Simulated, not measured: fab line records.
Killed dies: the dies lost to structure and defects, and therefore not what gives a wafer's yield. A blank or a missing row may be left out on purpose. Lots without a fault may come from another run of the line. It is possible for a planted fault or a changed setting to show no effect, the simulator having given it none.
Matching of chambers :: flow n5_finfet :: N5_BEOL_M0_SAQP_HM_DEP_111 on pecvd-03 has 3 sister chambers
The step deposits SiO2 from SiH4/N2O, target thk 12 nm, time 7.2 s. 6 wafers are shown with their chamber, then 7 later ones without.

WAFERS, EACH WITH ITS CHAMBER
wafer: L076.6
chamber: 2
showerhead_plenum_p_Torr (Torr): 7.88
heater_power_w (W): 722

wafer: L082.2
chamber: 1
showerhead_plenum_p_Torr (Torr): 8.25
heater_power_w (W): 859

wafer: L084.5
chamber: 0
showerhead_plenum_p_Torr (Torr): 8.39
heater_power_w (W): 839

wafer: L084.6
chamber: 2
showerhead_plenum_p_Torr (Torr): 7.90
heater_power_w (W): 761

wafer: L086.1
chamber: 0
showerhead_plenum_p_Torr (Torr): 8.41
heater_power_w (W): 938

wafer: L086.3
chamber: 1
showerhead_plenum_p_Torr (Torr): 8.22
heater_power_w (W): 891

WAFERS WITH NO CHAMBER GIVEN
wafer: L086.5
showerhead_plenum_p_Torr (Torr): 8.24
heater_power_w (W): 897

wafer: L087.3
showerhead_plenum_p_Torr (Torr): 7.91
heater_power_w (W): 823

wafer: L087.4
showerhead_plenum_p_Torr (Torr): 7.90
heater_power_w (W): 838

wafer: L087.6
showerhead_plenum_p_Torr (Torr): 8.25
heater_power_w (W): 747

wafer: L091.1
showerhead_plenum_p_Torr (Torr): 7.89
heater_power_w (W): 764

wafer: L091.2
showerhead_plenum_p_Torr (Torr): 8.25
heater_power_w (W): 848

wafer: L091.3
showerhead_plenum_p_Torr (Torr): 8.39
heater_power_w (W): 831

THE CHAMBER EACH PASSED THROUGH
wafer: L086.5
from the rows above: 1
in truth: 1

wafer: L087.3
from the rows above: 2
in truth: 2

wafer: L087.4
from the rows above: 2
in truth: 2

wafer: L087.6
from the rows above: 1
in truth: 1

wafer: L091.1
from the rows above: 2
in truth: 2

wafer: L091.2
from the rows above: 1
in truth: 1

wafer: L091.3
from the rows above: 0
in truth: 0
7 of 7 placed correctly. Number that these rows cannot place: 0. Wrongly placed: 0.
How it was worked out, from the rows above alone: a wafer's distance from a chamber is the root of the sum, over the readings, of the square of ((its reading less the chamber's mean) divided by the reading's scatter). The wafer belongs to the nearest chamber; if the next one is less than 2 further off, it can't be placed. The mean given for a chamber averages the wafers shown for that chamber. The scatter is the square root of a quotient: the sum, over the shown wafers, of each reading's squared deviation from its chamber's mean, divided by wafers minus chambers.
